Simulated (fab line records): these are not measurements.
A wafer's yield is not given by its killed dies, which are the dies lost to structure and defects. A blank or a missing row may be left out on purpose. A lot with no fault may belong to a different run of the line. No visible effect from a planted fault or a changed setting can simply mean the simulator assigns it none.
Split-lot trial + flow n5-finfet + 7 lots, 21 wafers read, on a route of 1938 steps

ABOUT THE SPLIT
At N5_SDB_COAT_03 (time 60 s, resist thk 100 nm), the setting spin-rpm was moved away from the recipe's 1500 rpm on 5 of the 21 wafers read, by -3.7% to +7.1%. This setting was run at the recipe's value on the other wafers.

FROM THE SPLIT TO THE READING: what the file shows between them, 11 steps
- N5_SDB_COAT_05: resist thk 90 nm (also split here: spin-rpm)
- N5_SDB_EBR_07
- N5_SDB_SOFTBAKE_06: time 60 s
- N5_SDB_EXPOSE_08: exposes mask SDB
- N5_SDB_PEB_09: peb time 60 s
- N5_SDB_DEVELOP_10: develop time 30 s
- N5_SDB_DESCUM_16: chemistry O2, time 7.9 s
- N5_SDB_ETCH_17: etches SiARC in CF4, target depth 23.4 nm, time 39 s
- N5_SDB_ETCH_18: etches SOC in N2/H2, target depth 100 nm, overetch 20 nm, time 150 s
- N5_SDB_STRIP_19: strips in N2/H2
- N5_SDB_STRIP_21: strips in CF4

THE READING
SOC_of_SDB_COAT_03.thk-nm (the simulator's own value, which no gauge read), in nm, at N5_SDB_HM_OPEN_20 (chemistry CH3F/O2, target SiNx, stops on poly-Si, target depth 24 nm). The file does not state a usual value for it. Across the 16 wafers here that went through the recipe, the average is 84.2 nm and the standard deviation 0.27 nm.

| wafer  | tool, chamber at the split | spin-rpm as run, rpm | against the recipe | SOC_of_SDB_COAT_03.thk-nm, nm | against lot-mates on the recipe |
|--------|----------------------------|----------------------|--------------------|-------------------------------|---------------------------------|
| L074.1 | litho-track-04, 0          | 1500                 | recipe             | 84.4                          | -                               |
| L074.5 | litho-track-04, 0          | 1500                 | recipe             | 84.4                          | -                               |
| L074.6 | litho-track-04, 0          | 1500                 | recipe             | 84.2                          | -                               |
| L076.4 | litho-track-05, 0          | 1500                 | recipe             | 84.2                          | -                               |
| L076.5 | litho-track-05, 0          | 1500                 | recipe             | 84.4                          | -                               |
| L076.6 | litho-track-05, 0          | 1500                 | recipe             | 84                            | -                               |
| L081.3 | litho-track-05, 0          | 1500                 | recipe             | 84.2                          | -                               |
| L081.5 | litho-track-05, 0          | 1606                 | +7.1%              | 80.6                          | -3.6                            |
| L081.6 | litho-track-05, 0          | 1606                 | +7.1%              | 80.8                          | -3.4                            |
| L086.1 | litho-track-04, 0          | 1500                 | recipe             | 84.4                          | -                               |
| L086.3 | litho-track-04, 0          | 1500                 | recipe             | 84.2                          | -                               |
| L086.6 | litho-track-04, 0          | 1500                 | recipe             | 84                            | -                               |
| L089.1 | litho-track-03, 0          | 1500                 | recipe             | 84.4                          | -                               |
| L089.2 | litho-track-03, 0          | 1500                 | recipe             | 83.8                          | -                               |
| L089.4 | litho-track-03, 0          | 1500                 | recipe             | 83.4                          | -                               |
| L090.1 | litho-track-04, 0          | 1500                 | recipe             | 84.4                          | -                               |
| L090.3 | litho-track-04, 0          | 1500                 | recipe             | 84.4                          | -                               |
| L090.5 | litho-track-04, 0          | 1545                 | +3.0%              | 83                            | -1.4                            |
| L091.2 | litho-track-05, 0          | 1444                 | -3.7%              | 85.8                          | +1.8                            |
| L091.4 | litho-track-05, 0          | 1444                 | -3.7%              | 86.2                          | +2.2                            |
| L091.5 | litho-track-05, 0          | 1500                 | recipe             | 84                            | -                               |

FIT RESULTS
A straight line over all 21 wafers: SOC_of_SDB_COAT_03.thk-nm changes by -0.485 nm for each +1% of spin-rpm; r = -0.98; the points scatter about the line by 0.27 nm.
The same after taking each lot's own level away (the mean of its wafers on the recipe; 21 wafers): -0.503 nm for each +1%; r = -0.99; scatter 0.21 nm.
Per that fit: largest spin-rpm move, reading shift of 3.6 nm.
The span of the lots' own levels, 83.87 to 84.40 nm, comes to 2.0 times the standard deviation stated above.
The two slopes are in agreement: the lot-to-lot level therefore moves the slope only a little.
Check: with one of the wafers moved furthest among these (+7.1%) left out of the fit, the line predicts -3.49 nm for it against its lot-mates. Against them it came out at -3.6 nm.

FURTHER SPLITS ON THESE WAFERS
Note: prior to the reading, these wafers also went through further splits. Each is held against what the fit with the lots' levels taken away leaves over:
| other split on the same wafers | wafers away from the commonest value | r with SOC_of_SDB_COAT_03.thk-nm (lot level and that fit taken away) |
|--------------------------------|--------------------------------------|----------------------------------------------------------------------|
| N5_SD_ACTIVATION_LSA_01 temp-c | 8                                    | +0.03                                                                |
| N5_SDB_COAT_05 spin-rpm        | 2                                    | +0.29                                                                |

THE WHOLE CHAIN: every reading that the file lists as answering this split, in the file's order
| step              | what it does                                                         | reading                                                                    | change (the file's fit)               | r (the file's) |
|-------------------|----------------------------------------------------------------------|----------------------------------------------------------------------------|---------------------------------------|----------------|
| N5_SDB_COAT_03    | time 60 s, resist thk 100 nm                                         | SOC_of_SDB_COAT_03.thk-nm (the simulator's own value, which no gauge read) | -0.512 nm for each +1% of the setting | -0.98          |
| N5_SDB_ETCH_18    | etches SOC in N2/H2, target depth 100 nm, overetch 20 nm, time 150 s | etch.depth-nm (the simulator's own value, which no gauge read)             | -0.505 nm for each +1% of the setting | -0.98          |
| N5_SDB_HM_OPEN_20 | chemistry CH3F/O2, target SiNx, stops on poly-Si, target depth 24 nm | SOC_of_SDB_COAT_03.thk-nm (the simulator's own value, which no gauge read) | -0.499 nm for each +1% of the setting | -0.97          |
| N5_SDB_STRIP_22   | strips in N2/H2                                                      | strip-time-to-endpoint-s                                                   | withheld for each +1% of the setting  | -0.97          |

THE FILE'S OWN FIT
SOC_of_SDB_COAT_03.thk-nm changes by -0.499 nm for each +1% of spin-rpm, r = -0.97.
